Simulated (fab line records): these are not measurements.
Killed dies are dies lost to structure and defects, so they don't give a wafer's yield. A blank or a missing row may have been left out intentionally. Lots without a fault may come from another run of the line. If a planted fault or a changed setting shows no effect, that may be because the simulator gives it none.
Comparing a struck lot with a sound one -- flow nand harc -- 24 steps out of a route of 1302
Sound: these wafers, L634.1, L634.4, L634.5. The struck wafers were L651.3, L651.5, L651.6. Last of all comes the cause.
Order at every step that has rows: each side's tool, ch and its chambers, its first start. Under that, the readings that differ: sound wafers -- struck wafers -- difference of the means -- sigmas: that difference in standard deviations of wafers without a fault.
alike: a reading whose means differ by less than 2 such deviations, as well as words and numbers matching on both sides. not compared: withheld readings; readings where some wafer has no value; bounds like >300 that might hide an equal value; numbers whose values overlap and for which the record gives no deviation.
Wherever a step has rows on one side only, a row that says differs or no value, or a row with sigmas, the two part there. When numbers do not overlap yet have no deviation, they are printed without sigmas and do not part them. Lack of a reading on every wafer of one side parts them only where that side has two or more wafers.

NHARC_P_M1_INSPECT_27:
  sound: defect inspect-01 at day 7 20:34; struck: defect inspect-01 at day 14 22:00
  alike: raw defect count
NHARC_P_M1_PRE_CLEAN_32: time 12 s.
  sound on pecvd-03 ch 0,2, day 7 20:40; struck on pecvd-04 ch 1,2, day 14 22:05
  alike: heater power w
NHARC_P_M1_DEP_33: deposits SiCN, target thk 30 nm.
  sound on pecvd-03 ch 0,2, day 7 20:48; struck on pecvd-04 ch 1,2, day 14 22:11
  alike: heater power w
then, 8 steps without rows for these wafers: NHARC_P_M2_DEP_00 (deposits SiOC, target thk 182.5 nm); NHARC_P_M2_DEHYDRATE_01 (time 120 s); NHARC_P_M2_HMDS_02 (time 30 s); NHARC_P_M2_COAT_34 (time 65 s); NHARC_P_M2_COAT_03 (resist thk 90 nm); NHARC_P_M2_SOFTBAKE_04 (time 55 s); NHARC_P_M2_EBR_05; NHARC_P_M2_EXPOSE_06 (exposes mask P M2, target cd 170 nm).
NHARC_P_M2_PEB_07: peb time 65 s.
  sound on litho track-04 ch 0, day 7 21:45; struck on litho track-04 ch 0, day 14 23:18
reading,sound,struck,difference,sigmas
heater power total W (W),156.0 156.7 157.1,167.2 167.2 166.7,+10.4,+25
plate temp C (C),99.78 100.09 99.87,104.51 104.51 104.71,+4.66,+36
then, 1 step without rows for these wafers: NHARC_P_M2_DEVELOP_08 (develop time 35 s).
NHARC_P_M2_CD_MEAS_09: the cd target is 170 nm.
  sound on cd sem-01 ch 0, day 7 21:50; struck on cd sem-02 ch 0, day 14 23:23
reading,sound,struck,difference,sigmas
cd nm (nm),169.1 170.0 168.5,184.4 185.1 184.4,+15.4,+20
NHARC_P_M2_OVL_MEAS_10: pitch 340 nm.
  sound: overlay-02 at day 7 21:55; struck: overlay-01 at day 14 23:28
  alike: overlay x nm, overlay y nm
NHARC_P_M2_INSPECT_11:
  sound: defect inspect-01 at day 7 21:58; struck: defect inspect-01 at day 14 23:30
  alike: raw defect count
NHARC_P_M2_DESCUM_14: chemistry O2, time 3 s.
  sound on rie diel-05 ch 1,2, day 7 22:01; struck on rie diel-06 ch 2,3, day 14 23:34
reading,sound,struck,difference,sigmas
model.P_M2.cd nm (nm),169 170.6 167.8,184.3 183.5 184.5,+15.0,
  alike: chamber pressure mTorr, drypump motor current A, oes product au, rf vpp V, showerhead plenum p Torr, throttle valve pct
  not compared: rf hours counter h
NHARC_P_M2_ETCH_35: etches the open film in N2/H2, target depth 40 nm, overetch 12 nm, time 43.94 s.
  sound on rie diel-05 ch 1,2, day 7 22:07; struck on rie diel-06 ch 1,3, day 14 23:41
  alike: bias w, chamber pressure mTorr, drypump motor current A, oes product au, rf vpp V, showerhead plenum p Torr, throttle valve pct
  not compared: rf hours counter h
NHARC_P_M2_ETCH_15: etches the open film in C4F8/Ar, target depth 182.5 nm, time 91.2 s.
  sound: rie diel-05 ch 0,3; struck: rie diel-06 ch 2,3
  alike: bias w, chamber pressure mTorr, oes product au, rf vpp V
  not compared: rf hours counter h
NHARC_P_M2_CD_MEAS_16:
  sound: cd sem-03 at day 7 22:20; struck: cd sem-02 at day 14 23:55
reading,sound,struck,difference,sigmas
cd nm (nm),169.9 169.8 168.4,184.0 182.9 184.4,+14.4,+14
NHARC_P_M2_STRIP_18: strips in N2/H2.
  sound on rie diel-04 ch 1,3, day 7 22:24; struck on rie diel-06 ch 1,2,3, day 15 00:03
  alike: chamber pressure mTorr, drypump motor current A, oes product au, rf vpp V, showerhead plenum p Torr, throttle valve pct
  not compared: rf hours counter h
NHARC_P_M2_ETCH_28: etches the open film in CF4/N2, target depth 30 nm, time 72.99 s.
  sound: rie diel-04 ch 0,1,2; struck: rie diel-06 ch 1,2,3
reading,sound,struck,difference,sigmas
model.P_M2.cd nm (nm),169.4 170.5 169.1,183.8 182.7 185.3,+14.3,
  alike: bias w, chamber pressure mTorr, drypump motor current A, oes product au, rf vpp V, showerhead plenum p Torr, throttle valve pct
  not compared: rf hours counter h
then, 2 steps without rows for these wafers: NHARC_P_M2_STRIP_19 (strips in post etch residue remover, time 600 s); NHARC_END_SORT_01.

WHERE THEY PART
First at NHARC_P_M2_PEB_07; last, within this record, at NHARC_P_M2_CD_MEAS_16. Later steps at which nothing parts them and some readings are alike: NHARC_P_M2_STRIP_18, NHARC_P_M2_ETCH_28.

WHY: whatever the simulator had introduced
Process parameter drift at NHARC_P_M2_PEB_07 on litho track-04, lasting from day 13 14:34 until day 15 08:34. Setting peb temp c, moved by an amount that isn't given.
